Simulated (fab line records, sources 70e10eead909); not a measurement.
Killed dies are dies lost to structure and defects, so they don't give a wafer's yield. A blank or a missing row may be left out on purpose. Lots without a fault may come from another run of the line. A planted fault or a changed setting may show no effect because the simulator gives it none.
fab line records | flow nand_harc
record lots=12 wafers=36 last_day=25
route steps=1159 shown A_BONDPAD@1059 THIN_TSV@1120 END@1159
lots that met no fault: from a run of the same line without faults
start_h: hours from the record's first day to the start of the lot's first wafer shown | wait_h: hours since the lot's step before | " the same as in the row above | L1.1+2: a row that stands for several wafers | - no value, or no start given | * or withheld: withheld | < > ~ a bound
route shown NAME@n: a module of which the file shows steps, and the number in the route of the first | usual: mean/standard deviation of fault-free wafers | same: alike in all rows | chamber/n: place in a boat | sites: the reading at each site | _std_site: their standard deviation | _edge_site: outer sites' mean less inner sites' | radius_mm: how far each site lies from the wafer's centre | mask NAME#n: copy n | behind: the tool/chamber that last shaped the wafer | hold: why the lot was held/for how many hours/how that ended | device: the transistor (n, p or np) that didn't switch | end of line: the same wafers' tests at the end of the route | a step without rows: its recipe alone | killed: dies lost to structure and defects at the first sort, not the wafer's yield | map: a wafer's dies, x killed, . not, _ none there
set.NAME: the setting as run; set.NAME@STEP: as run at that earlier step | model.NAME: the simulator's own value behind a step, which no gauge read
steps of the route over a sample of lots; a table a step, a row a wafer
services: from which hour (start_h, from the record's first day; less than 0 if before it) a tool's chamber was out of use, for how many hours, and why
## steps
# step NHARC_A_BONDPAD_DEP_00
# recipe target_thk_a=2500 temp_c=370 target_thk_nm=250 pressure_torr=3 flow_sccm=200 rf_w=450 material=SiCN
# usual heater_power_w=628/85 showerhead_vpp_V=1311/52 susceptor_temp_C=370.00/0.21
# columns lot.wafer tool chamber start_h wait_h heater_power_w showerhead_vpp_V susceptor_temp_C
L524.3 pecvd-01 0 407.86 - 639 1327 369.73
L524.2 " 2 " " 625 1382 369.95
L524.6 " 1 " " 758 1294 369.99
L525.1 pecvd-03 2 411.21 - 532 1279 369.89
L525.4 " 0 " " 557 1344 369.99
L525.5 " 2 " " 557 1295 370.13
L527.1 pecvd-01 2 417.01 - 499 1373 370.05
L527.5 " 0 " " 679 1327 369.95
L527.4 " 1 " " 764 1278 369.76
L526.3 pecvd-02 0 428.65 - 818 1203 370.30
L526.1 " 2 " " 682 1344 369.98
L526.4 " 2 " " 707 1359 369.77
L528.2 pecvd-02 1 433.47 - 501 1219 369.67
L528.6 " 0 " " 694 1226 370.13
L528.5 " 1 " " 497 1213 369.70
L529.2 pecvd-01 1 444.09 - 725 1285 370.49
L529.4 " 0 " " 592 1321 370.11
L529.6 " 2 " " 593 1378 370.10
L532.1 pecvd-01 0 463.23 - 638 1302 369.52
L532.3 " 0 " " 647 1349 369.46
L532.4 " 2 " " 580 1389 370.21
L535.2 pecvd-01 1 468.66 - 753 1280 370.35
L535.5 " 1 " " 734 1294 369.91
L535.4 " 0 " " 661 1338 369.68
L534.2 pecvd-01 0 471.10 - 657 1328 370.03
L534.3 " 2 " " 570 1380 369.99
L534.5 " 0 " " 650 1341 369.79
L537.3 pecvd-02 0 482.26 - 765 1243 370.19
L537.6 " 2 " " 748 1355 369.94
L537.5 " 0 " " 752 1252 370.49
L533.1 pecvd-01 2 482.39 - 491 1379 370.12
L533.3 " 0 " " 618 1321 370.07
L533.2 " 1 " " 596 1295 369.90
L544.2 pecvd-01 0 563.22 - 606 1319 370.32
L544.5 " 2 " " 585 1361 370.33
L544.4 " 0 " " 619 1317 370.06
# step NHARC_THIN_TSV_ETCH_15
# recipe target_depth_a=30000 bosch_target_overetch_cycles=2 bosch_etch_step_s=2.8 bosch_dep_step_s=1.2 bosch_cycles=14
# usual drypump_motor_current_A=5.9/0.56
# same bosch_dep_step_s=1.2
# columns lot.wafer tool chamber start_h wait_h drypump_motor_current_A rf_hours_counter_h
L524.3 rie_si-03 0 429.40 - 6.2 0.9
L524.2 " 2 " " 6.7 1.0
L524.6 " 3 " " 5.2 -
L525.4 rie_si-05 3 431.86 - 5.0 0.1
L525.1 " 0 " " 5.4 0.1
L525.5 " 3 " " 5.0 -
L527.4 rie_si-06 2 437.76 - 5.7 0.7
L527.1 " 3 " " 5.8 0.5
L527.5 " 2 " " 5.7 -
L526.4 rie_si-06 3 449.52 - 5.8 0.5
L526.1 " 0 " " 6.6 0.6
L526.3 " 1 " " 6.2 0.6
L528.2 rie_si-03 3 450.63 - 5.3 1.0
L528.6 " 0 " " 6.2 -
L528.5 " 1 " " 6.3 -
L529.2 rie_si-03 0 461.33 - 6.2 1.2
L529.4 " 2 " " 6.7 1.2
L529.6 " 1 " " 6.3 -
L532.3 rie_si-03 2 480.80 - 6.7 1.3
L532.1 " 3 " " 5.3 1.3
L532.4 " 2 " " 6.7 -
L535.2 rie_si-03 3 489.54 - 5.3 1.3
L535.4 " 0 " " 6.2 1.4
L535.5 " 0 " " 6.2 -
L534.3 rie_si-06 3 490.76 - 5.8 0.9
L534.2 " 0 " " 6.7 1.0
L534.5 " 2 " " 5.7 -
L537.3 rie_si-03 2 503.04 - 6.7 1.4
L537.6 " 2 " " 6.7 -
L537.5 " 3 " " 5.2 -
L533.2 rie_si-05 2 504.11 - 5.0 0.7
L533.1 " 3 " " 5.0 0.8
L533.3 " 1 " " 5.9 0.7
L544.4 rie_si-05 2 580.45 - 5.0 1.2
L544.2 " 0 " " 5.4 1.4
L544.5 " 1 " " 5.8 -
# step NHARC_THIN_TSV_STRIP_45
# recipe power_w=1500 temp_c=250 chemistry=O2
# usual drypump_motor_current_A=5.77/0.043 heater_power_w=339/25
# columns lot.wafer tool chamber start_h wait_h drypump_motor_current_A heater_power_w rf_hours_counter_h
L524.2 plasma_asher-02 0 429.61 0.1 5.83 311 21
L524.3 " 1 " " 5.75 358 -
L524.6 " 1 " " 5.74 359 -
L525.1 plasma_asher-02 1 432.09 0.1 5.73 356 21
L525.4 " 0 " " 5.84 309 -
L525.5 " 1 " " 5.72 360 -
L527.1 plasma_asher-01 1 438.03 0.1 5.75 324 50
L527.4 " 0 " " 5.77 377 -
L527.5 " 1 " " 5.74 311 -
L526.1 plasma_asher-02 1 449.78 0.1 5.76 360 30
L526.3 " 0 " " 5.83 307 -
L526.4 " 1 " " 5.75 360 -
L528.2 plasma_asher-02 0 450.86 0.1 5.79 307 30
L528.5 " 1 " " 5.73 357 -
L528.6 " 0 " " 5.79 299 -
L529.2 plasma_asher-02 1 461.55 0.1 5.74 351 36
L529.4 " 1 " " 5.74 358 -
L529.6 " 0 " " 5.84 300 -
L532.1 plasma_asher-02 1 481.03 0.1 5.71 349 42
L532.3 " 1 " " 5.70 362 -
L532.4 " 0 " " 5.84 307 -
L535.2 plasma_asher-01 1 489.81 0.1 5.77 323 7
L535.4 " 0 " " 5.73 376 -
L535.5 " 0 " " 5.76 372 -
L534.2 plasma_asher-01 1 490.95 0.1 5.77 325 8
L534.3 " 1 " " 5.75 329 -
L534.5 " 1 " " 5.76 331 -
L537.3 plasma_asher-02 0 503.35 0.2 5.83 312 -
L537.6 " 0 " " 5.83 308 -
L537.5 " 1 " " 5.72 353 -
L533.2 plasma_asher-01 1 504.33 0.1 5.75 326 12
L533.1 " 0 " " 5.76 366 12
L533.3 " 1 " " 5.76 324 -
L544.2 plasma_asher-02 1 580.66 0.1 5.74 350 11
L544.4 " 1 " " 5.75 352 -
L544.5 " 1 " " 5.75 354 -
# step NHARC_THIN_TSV_ETCH_59
# recipe target_depth_a=8800 icp_w=900 bias_w=100 Cl2_flow_sccm=60 bcl3_flow_sccm=30 time_s=138.1 chemistry=Cl2/BCl3
# usual bcl3_flow_sccm=30.01/0.086 bias_w=99.98/0.27 drypump_motor_current_A=6.1/0.31 oes_product_au=0.999/0.0094 throttle_valve_pct=22.263/0.0099
# columns lot.wafer tool chamber start_h wait_h bcl3_flow_sccm bias_w drypump_motor_current_A oes_product_au rf_hours_counter_h throttle_valve_pct
L524.2 rie_metal-03 1 434.70 0.1 30.14 100.08 5.9 0.996 4.4 22.271
L524.3 " 1 " " 30.05 100.08 5.9 1.002 - 22.261
L524.6 " 0 " " 30.05 100.00 5.8 1.004 - 22.252
L525.1 rie_metal-03 0 437.37 0.2 30.08 100.05 5.8 1.004 4.8 22.262
L525.4 " 0 " " 30.06 100.05 5.8 0.998 - 22.268
L525.5 " 1 " " 30.10 100.23 5.9 1.013 - 22.262
L527.1 rie_metal-01 0 443.24 0.1 30.07 99.86 6.6 1.012 3.8 22.281
L527.4 " 0 " " 29.94 100.07 6.6 1.001 - 22.263
L527.5 " 0 " " 29.93 100.24 6.6 1.006 - 22.276
L526.1 rie_metal-02 1 456.88 0.1 29.90 100.07 6.4 1.013 1.4 22.265
L526.4 " 1 " " 29.93 100.13 6.4 1.014 - 22.255
L526.3 " 0 " " 30.02 99.85 5.8 1.003 - 22.258
L528.2 rie_metal-02 1 458.28 0.1 30.07 100.15 6.4 1.008 1.7 22.268
L528.5 " 0 " " 29.94 99.76 5.8 0.994 - 22.253
L528.6 " 1 " " 29.85 99.64 6.4 0.998 - 22.250
L529.2 rie_metal-03 1 466.62 0.1 29.94 99.94 5.9 0.996 0.0 22.275
L529.4 " 1 " " 30.10 100.08 6.0 0.994 - 22.256
L529.6 " 1 " " 30.05 100.35 5.9 0.989 - 22.258
L532.1 rie_metal-01 0 486.24 0.1 29.98 100.09 6.6 0.997 4.8 22.271
L532.3 " 1 " " 30.10 100.00 6.4 0.994 - 22.254
L532.4 " 0 " " 30.00 99.92 6.6 1.008 - 22.255
L535.2 rie_metal-03 0 495.28 0.1 29.94 99.74 5.8 0.988 0.8 22.257
L535.4 " 1 " " 29.93 100.46 6.0 0.972 - 22.252
L535.5 " 1 " " 30.01 100.03 5.9 0.974 - 22.271
L534.2 rie_metal-02 1 496.22 0.1 30.07 100.12 6.4 1.009 2.9 22.266
L534.3 " 0 " " 29.99 100.18 5.8 1.002 - 22.263
L534.5 " 0 " " 30.07 100.23 5.8 1.000 - 22.257
L537.3 rie_metal-02 1 508.76 0.2 30.08 100.15 6.4 1.006 - 22.287
L537.5 " 0 " " 30.11 100.00 5.8 1.008 - 22.263
L537.6 " 1 " " 30.04 99.94 6.4 1.004 - 22.273
L533.2 rie_metal-03 0 509.50 0.1 30.10 100.02 5.8 1.005 1.3 22.266
L533.1 " 1 " " 29.97 100.49 5.9 0.994 1.3 22.268
L533.3 " 1 " " 30.05 99.66 5.9 0.979 - 22.265
L544.2 rie_metal-02 0 585.89 0.1 29.90 99.59 5.8 0.992 0.3 22.262
L544.4 " 0 " " 29.98 99.87 5.8 0.992 - 22.241
L544.5 " 1 " " 30.13 100.42 6.4 1.006 - 22.266
# step NHARC_END_SORT_01
# recipe temp_c=25
# usual defect_limited_yield=95.3/1.7 killed_at_array=28/11 killed_at_other=0.7/1.1 killed_at_periphery=2.9/2 killed_dies=32/11 killed_open=3.2/1.8 killed_short=2.0/1.4 sort_bin_2_pct=1.5/0.67 sort_bin_3_pct=0.28/0.24 sort_bin_4_pct=2.9/1.1 sort_n_pass=645/11 sort_rim_yield_pct=95.7/2.6 sort_yield_pct=95.3/1.7
# same gross_dies=677 sort_bin_5_pct[%]=0 sort_bin_6_pct[%]=0 sort_bin_7_pct[%]=0 sort_bin_8_pct[%]=0 sort_rim_n_gross=106.00
# columns lot.wafer tool chamber start_h wait_h defect_limited_yield[%] killed_at_array killed_at_other killed_at_periphery killed_dies killed_open killed_short sort_bin_2_pct[%] sort_bin_3_pct[%] sort_bin_4_pct[%] sort_n_pass sort_rim_yield_pct[%] sort_yield_pct[%]
L525.1 prober-02 0 451.07 2.5 94.5 32 1 4 37 5 3 1.3 0.30 3.8 640 94.3 94.5
L525.4 prober-02 0 453.46 3.4 95.4 27 2 2 31 2 0 1.2 0.30 3.1 646 95.3 95.4
L525.5 prober-02 0 454.25 3.7 94.8 34 1 0 35 5 1 2.1 0 3.1 642 98.1 94.8
L527.1 prober-02 0 458.88 2.5 97.2 15 0 4 19 1 2 1.0 0 1.8 658 92.5 97.2
L527.4 prober-02 0 461.29 3.4 94.4 33 0 5 38 5 1 1.8 0.44 3.4 639 96.2 94.4
L527.5 prober-02 0 462.10 3.7 96.5 23 0 1 24 3 2 1.2 0.15 2.2 653 96.2 96.5
L528.2 prober-02 0 467.51 2.8 95.7 26 0 3 29 3 0 1.5 0 2.8 648 98.1 95.7
L528.5 prober-02 0 469.93 3.7 96.2 25 0 1 26 2 2 1.0 0.15 2.7 651 98.1 96.2
L528.6 prober-02 0 470.74 4.0 95.0 31 0 3 34 5 3 1.8 0.15 3.1 643 95.3 95.0
L535.2 prober-01 0 508.88 2.8 94.8 31 2 2 35 3 6 1.6 0.59 3.0 642 92.5 94.8
L535.4 prober-01 0 510.46 3.4 95.0 28 1 5 34 6 5 2.1 0.30 2.7 643 93.4 95.0
L535.5 prober-01 0 511.26 3.7 94.8 30 1 4 35 4 4 1.8 0.30 3.1 642 90.6 94.8
L534.2 prober-02 0 510.78 2.7 98.1 10 0 3 13 2 1 0.3 0 1.6 664 100.0 98.1
L534.3 prober-02 0 511.57 3.1 88.6 76 0 1 77 3 2 4.6 4.14 2.7 600 84.0 88.6
L534.5 prober-02 0 513.16 3.7 98.2 11 0 1 12 2 1 0.7 0 1.0 665 96.2 98.2
L533.1 prober-02 0 517.75 2.5 85.4 93 2 4 99 3 2 4.9 4.73 5.0 578 78.3 85.4
L533.2 prober-02 0 518.54 2.8 95.7 24 2 3 29 3 1 1.8 0 2.5 648 95.3 95.7
L533.3 prober-02 0 519.34 3.1 93.5 36 4 4 44 3 1 2.8 0.15 3.5 633 87.7 93.5
L537.3 prober-01 0 518.67 3.1 94.2 35 0 4 39 2 2 1.9 0.44 3.4 638 94.3 94.2
L537.5 prober-01 0 520.26 3.7 93.4 43 0 2 45 1 3 1.6 0.44 4.6 632 96.2 93.4
L537.6 prober-01 0 521.06 4.0 94.5 34 0 3 37 4 0 1.8 0 3.7 640 99.1 94.5
# killed by level:class
L525.1 A_CHANNEL_HOLE_D1:chamber_film_flake=14 A_STAIRCASE:chamber_film_flake=8 A_ZERO_WELL:chamber_film_flake=3 A_CONTACT:chamber_film_flake=3 P_STI:geometric_particle:short=1 P_STI:geometric_particle:open=1 P_GATE:geometric_particle:open=1 P_CONTACT:geometric_particle:open=1
L525.4 A_CHANNEL_HOLE_D1:chamber_film_flake=19 A_STAIRCASE:chamber_film_flake=5 THIN_TSV:chamber_film_flake=2 P_CONTACT:geometric_particle:open=1 A_CONTACT:geometric_particle:open=1 P_BONDPAD:chamber_film_flake=1 A_WL_FILL:chamber_film_flake=1 A_CONTACT:chamber_film_flake=1
L525.5 A_CHANNEL_HOLE_D1:chamber_film_flake=20 A_STAIRCASE:chamber_film_flake=7 A_ONON_D1:geometric_particle:open=2 A_CHANNEL_FILL_D1:geometric_particle:open=1 A_WL_FILL:geometric_particle:open=1 A_WL_FILL:geometric_particle:short=1 A_CONTACT:geometric_particle:open=1 A_ZERO_WELL:chamber_film_flake=1
L527.1 A_SLIT:chamber_film_flake=6 A_CHANNEL_HOLE_D1:chamber_film_flake=4 P_ZERO_WELL:chamber_film_flake=2 A_STAIRCASE:chamber_film_flake=2 P_CONTACT:geometric_particle:open=1 A_SOURCE_PLATE:geometric_particle:short=1 A_SGD_CUT:geometric_particle:short=1 P_GATE:chamber_film_flake=1
L527.4 A_CHANNEL_HOLE_D1:chamber_film_flake=12 A_SLIT:chamber_film_flake=9 A_STAIRCASE:chamber_film_flake=4 P_ZERO_WELL:chamber_film_flake=3 A_M0:geometric_particle:open=2 A_CONTACT:chamber_film_flake=2 P_M0:geometric_particle:open=1 A_ONON_D1:geometric_particle:open=1
L527.5 A_SLIT:chamber_film_flake=8 A_CHANNEL_HOLE_D1:chamber_film_flake=6 A_STAIRCASE:chamber_film_flake=3 A_ONON_D1:geometric_particle:short=1 A_ONON_D1:geometric_particle:open=1 A_CHANNEL_FILL_D1:geometric_particle:open=1 A_CONTACT:geometric_particle:short=1 A_CONTACT:geometric_particle:open=1
L528.2 A_CHANNEL_HOLE_D1:chamber_film_flake=16 A_CONTACT:chamber_film_flake=4 P_GATE:chamber_film_flake=2 A_BONDPAD:chamber_film_flake=2 P_M1:geometric_particle:open=1 A_SGD_CUT:geometric_particle:open=1 A_M1:geometric_particle:open=1 A_CHANNEL_FILL_D1:chamber_film_flake=1
L528.5 A_CHANNEL_HOLE_D1:chamber_film_flake=12 A_CONTACT:chamber_film_flake=5 A_STAIRCASE:chamber_film_flake=3 A_WL_FILL:geometric_particle:open=2 A_ONON_D1:geometric_particle:short=1 A_CHANNEL_HOLE_D1:geometric_particle:short=1 P_ZERO_WELL:chamber_film_flake=1 A_CHANNEL_FILL_D1:chamber_film_flake=1
L528.6 A_CHANNEL_HOLE_D1:chamber_film_flake=13 A_CONTACT:chamber_film_flake=6 A_STAIRCASE:chamber_film_flake=3 A_CONTACT:geometric_particle:open=2 P_CONTACT:geometric_particle:open=1 A_CONTACT:geometric_particle:short=1 A_BLC:geometric_particle:open=1 A_BLC:geometric_particle:short=1
L535.2 A_SLIT:chamber_film_flake=12 A_CHANNEL_HOLE_D1:chamber_film_flake=6 A_CONTACT:chamber_film_flake=3 A_CHANNEL_FILL_D1:geometric_particle:short=2 A_STAIRCASE:chamber_film_flake=2 P_CONTACT:geometric_particle:open=1 P_M0:geometric_particle:short=1 A_ONON_D1:geometric_particle:short=1
L535.4 A_SLIT:chamber_film_flake=15 P_M0:geometric_particle:short=2 A_CHANNEL_FILL_D1:geometric_particle:short=2 A_CHANNEL_HOLE_D1:chamber_film_flake=2 A_STAIRCASE:chamber_film_flake=2 A_CONTACT:chamber_film_flake=2 P_GATE:geometric_particle:open=1 P_CONTACT:geometric_particle:open=1
L534.2 A_CONTACT:chamber_film_flake=3 A_CHANNEL_HOLE_D1:chamber_film_flake=2 P_M0:geometric_particle:open=1 A_ONON_D1:geometric_particle:short=1 A_CHANNEL_FILL_D1:geometric_particle:open=1 P_STI:chamber_film_flake=1 P_M1:chamber_film_flake=1 A_STAIRCASE:chamber_film_flake=1
L535.5 A_SLIT:chamber_film_flake=11 A_CONTACT:chamber_film_flake=4 A_CHANNEL_HOLE_D1:chamber_film_flake=3 A_STAIRCASE:chamber_film_flake=3 A_M1:chamber_film_flake=3 P_CONTACT:geometric_particle:open=2 A_CHANNEL_FILL_D1:geometric_particle:short=2 A_CONTACT:geometric_particle:short=2
L534.3 A_BONDPAD:unspecified=66 A_CHANNEL_HOLE_D1:chamber_film_flake=3 P_M1:geometric_particle:open=1 A_ONON_D1:geometric_particle:short=1 A_SLIT:geometric_particle:open=1 A_WL_FILL:geometric_particle:open=1 A_M0:geometric_particle:short=1 A_STAIRCASE:chamber_film_flake=1
L534.5 A_CHANNEL_HOLE_D1:chamber_film_flake=5 A_SGD_CUT:chamber_film_flake=2 P_BONDPAD:geometric_particle:open=1 A_BLC:geometric_particle:open=1 A_M1:geometric_particle:short=1 A_WL_FILL:chamber_film_flake=1 A_CONTACT:chamber_film_flake=1
L533.1 A_BONDPAD:unspecified=64 A_SLIT:chamber_film_flake=12 A_CONTACT:chamber_film_flake=6 A_CHANNEL_HOLE_D1:chamber_film_flake=5 A_ZERO_WELL:chamber_film_flake=3 P_M0:geometric_particle:short=1 A_SOURCE_PLATE:geometric_particle:short=1 A_CONTACT:geometric_particle:open=1
L533.2 A_SLIT:chamber_film_flake=8 A_CHANNEL_HOLE_D1:chamber_film_flake=6 A_M0:geometric_particle:open=2 A_CONTACT:chamber_film_flake=2 THIN_TSV:chamber_film_flake=2 A_WL_FILL:geometric_particle:short=1 A_CONTACT:geometric_particle:open=1 P_GATE:chamber_film_flake=1
L537.3 A_CHANNEL_HOLE_D1:chamber_film_flake=15 A_SLIT:chamber_film_flake=11 A_CONTACT:chamber_film_flake=5 P_ZERO_WELL:chamber_film_flake=3 P_CONTACT:geometric_particle:open=1 A_ONON_D1:geometric_particle:short=1 A_M0:geometric_particle:open=1 A_M0:geometric_particle:short=1
L533.3 A_SLIT:chamber_film_flake=17 A_CHANNEL_HOLE_D1:chamber_film_flake=10 A_CONTACT:chamber_film_flake=4 THIN_TSV:chamber_film_flake=4 P_GATE:chamber_film_flake=2 P_CONTACT:geometric_particle:open=1 A_WL_FILL:geometric_particle:open=1 A_WL_FILL:geometric_particle:short=1
L537.5 A_CHANNEL_HOLE_D1:chamber_film_flake=22 A_SLIT:chamber_film_flake=13 A_CONTACT:chamber_film_flake=3 A_STAIRCASE:chamber_film_flake=2 P_GATE:geometric_particle:short=1 P_CONTACT:geometric_particle:short=1 A_ONON_D1:geometric_particle:open=1 A_WL_FILL:geometric_particle:short=1
L537.6 A_CHANNEL_HOLE_D1:chamber_film_flake=17 A_SLIT:chamber_film_flake=9 A_CONTACT:chamber_film_flake=5 P_CONTACT:geometric_particle:open=1 P_M0:geometric_particle:open=1 A_CONTACT:geometric_particle:open=1 A_M0:geometric_particle:open=1 P_GATE:chamber_film_flake=1
## services
# columns tool chamber start_h hours kind
rie_metal-02 - 388.07 9.0 pm
rie_si-05 - 416.00 9.0 pm
pecvd-01 - 418.00 13.0 pm
rie_si-03 - 422.47 0.2 repair
rie_metal-01 1 450.03 1.6 repair
rie_metal-03 - 453.00 9.0 pm
plasma_asher-01 - 453.36 9.0 pm
pecvd-01 1 457.64 9.6 repair
rie_metal-02 0 462.85 13.4 repair
rie_si-03 0 475.36 7.6 repair
pecvd-02 1 481.86 5.7 repair
plasma_asher-01 - 483.68 0.7 repair
rie_si-03 2 492.18 4.3 repair
pecvd-01 1 499.41 4.8 repair
rie_metal-01 - 509.00 9.0 pm
rie_si-03 - 509.00 9.0 pm
pecvd-02 - 515.00 13.0 pm
plasma_asher-01 - 523.38 0.7 repair
rie_si-06 - 537.00 9.0 pm
plasma_asher-02 - 537.67 9.0 pm
pecvd-02 2 546.55 1.9 repair
rie_si-05 0 559.74 1.3 repair
rie_metal-02 - 565.07 9.0 pm
rie_si-06 2 580.86 11.6 repair
## key
first_sign step=NHARC_END_SORT_01 reading=killed_at_array direction=up sigmas=5.1 usual=28 struck=84
effect step=NHARC_END_SORT_01 reading=defect_limited_yield direction=down sigmas=4.9 usual=95.3 struck=87.0
more_kills_born_at NHARC_A_BONDPAD_DEP_00@pecvd-01=130
met_at NHARC_A_BONDPAD_DEP_00
struck_lots L533,L534
struck_wafers L533.1,L534.3
not_acting_at NHARC_THIN_TSV_ETCH_15,NHARC_THIN_TSV_STRIP_45,NHARC_THIN_TSV_ETCH_59
onset_between 463.23 471.10
fault kind=chamber_particle_source tool=pecvd-01 chamber=2 onset_h=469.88 steps=NHARC_A_BONDPAD_DEP_00 rate_per_visit_cm2=1.3783 end_h=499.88
